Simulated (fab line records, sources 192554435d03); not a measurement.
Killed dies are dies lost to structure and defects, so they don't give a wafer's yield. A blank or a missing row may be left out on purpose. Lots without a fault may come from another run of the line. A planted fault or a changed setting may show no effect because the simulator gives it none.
Chamber matching | flow n5_finfet | N5_GATE_CUT_ETCH_19 on rie_diel-01: 4 sister chambers
The step etches SiNx in CH3F/O2, target depth 53.7 nm, time 76.7 s. 4 wafers are shown with their chamber, then 7 later ones without.

WAFERS WITH THEIR CHAMBER
wafer  | chamber | showerhead_plenum_p_Torr (Torr)
L086.5 | 2       | 1.95
L087.6 | 0       | 2.01
L089.3 | 1       | 2.03
L089.5 | 3       | 2.05

WAFERS WITHOUT THEIR CHAMBER
wafer  | showerhead_plenum_p_Torr (Torr)
L089.6 | 1.94
L090.2 | 2.03
L090.5 | 2.01
L090.6 | 2.03
L092.1 | 2.01
L092.4 | 1.94
L092.6 | 2.01

WHICH CHAMBER EACH WENT THROUGH
wafer  | from the rows above | in truth
L089.6 | 2                   | 2
L090.2 | 1                   | 1
L090.5 | 0                   | 0
L090.6 | 1                   | 1
L092.1 | 0                   | 0
L092.4 | 2                   | 2
L092.6 | 0                   | 0
Placed correctly: 7 of 7. Can't be placed from these rows: 0. Placed wrongly: 0.
How it was worked out, from the rows above alone: a wafer's distance from a chamber is the root of the sum, over the readings, of the square of ((its reading less the chamber's mean) divided by the reading's scatter). The wafer belongs to the nearest chamber; if the next one is less than 2 further off, it can't be placed. A chamber's mean is the mean of its shown wafers. The scatter: with one shown wafer a chamber, the root of the mean of the squares of how far each hidden wafer lies from its nearest shown one.
